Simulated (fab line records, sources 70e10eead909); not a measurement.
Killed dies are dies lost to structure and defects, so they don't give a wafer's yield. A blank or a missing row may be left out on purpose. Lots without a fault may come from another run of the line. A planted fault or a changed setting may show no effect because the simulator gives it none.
A struck lot beside a sound one | flow nand_harc | 11 steps out of a route of 1302
Sound: wafers L996.2, L996.4, L996.6. Struck: wafers L985.1, L985.2, L985.5. The cause comes at the end.
At each step with rows: each side's tool, then ch and its chambers, then its first start. Under that, the readings that differ: sound wafers | struck wafers | difference of the means | sigmas: that difference in standard deviations of wafers without a fault.
alike: readings whose means differ by less than 2 such deviations, and words and numbers that are the same on both sides. not compared: withheld readings, readings that some wafer has no value for, bounds like >300 that may hide the same value, and numbers for which the record gives no deviation and whose values overlap.
The two part at a step that has a row with sigmas, a row that says differs or no value, or rows on one side only. Numbers that don't overlap but have no deviation are shown without sigmas and don't part them. A reading that every wafer of one side lacks parts them only if that side has two wafers or more.

NHARC_P_START_INSPECT_01:
  sound on defect_inspect-01, day 8 02:02; struck on defect_inspect-01, day 3 12:02
  alike: raw_defect_count
then, 7 steps without rows for these wafers: NHARC_P_ZERO_WELL_PRECLEAN_00 (cleans in SPM, time 600 s); NHARC_P_ZERO_WELL_SRD_01; NHARC_P_ZERO_WELL_PECVD_02 (deposits SiO2, target thk 10 nm); NHARC_P_ZERO_WELL_DEHYDRATE_03 (time 120 s); NHARC_P_ZERO_WELL_HMDS_04 (time 30 s); NHARC_P_ZERO_WELL_COAT_64 (time 65 s); NHARC_P_ZERO_WELL_COAT_05 (resist thk 600 nm).
NHARC_P_ZERO_WELL_SOFTBAKE_06: time 70 s.
  sound on litho_track-03 ch 0, day 8 02:00; struck on litho_track-05 ch 0, day 3 12:00
  reading                  | sound             | struck            | difference | sigmas
  heater_power_total_W (W) | 202.0 201.2 199.1 | 224.2 226.2 223.6 | +23.9      | +18
  alike: exhaust_pa
then, 1 step without rows for these wafers: NHARC_P_ZERO_WELL_EBR_07.
-- the record jumps here: 22 days lie between the struck wafers' starts before and after (it left off in module P_ZERO_WELL and takes up again in module END, whose first step shown is number 1302 of the route) --
NHARC_END_SORT_01:
  sound on prober-02 ch 0, day 30 09:59; struck on prober-01 ch 0, day 25 23:45
  alike: killed_at_array, killed_at_other, killed_at_periphery, killed_dies, killed_open, killed_short

WHERE THEY PART
Only at NHARC_P_ZERO_WELL_SOFTBAKE_06, within this record. Later steps at which nothing parts them and some readings are alike: NHARC_END_SORT_01.

WHY: what the simulator had put in
Process parameter drift: litho_track-05, from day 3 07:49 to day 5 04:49, at NHARC_P_ZERO_WELL_SOFTBAKE_06. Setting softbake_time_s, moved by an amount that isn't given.
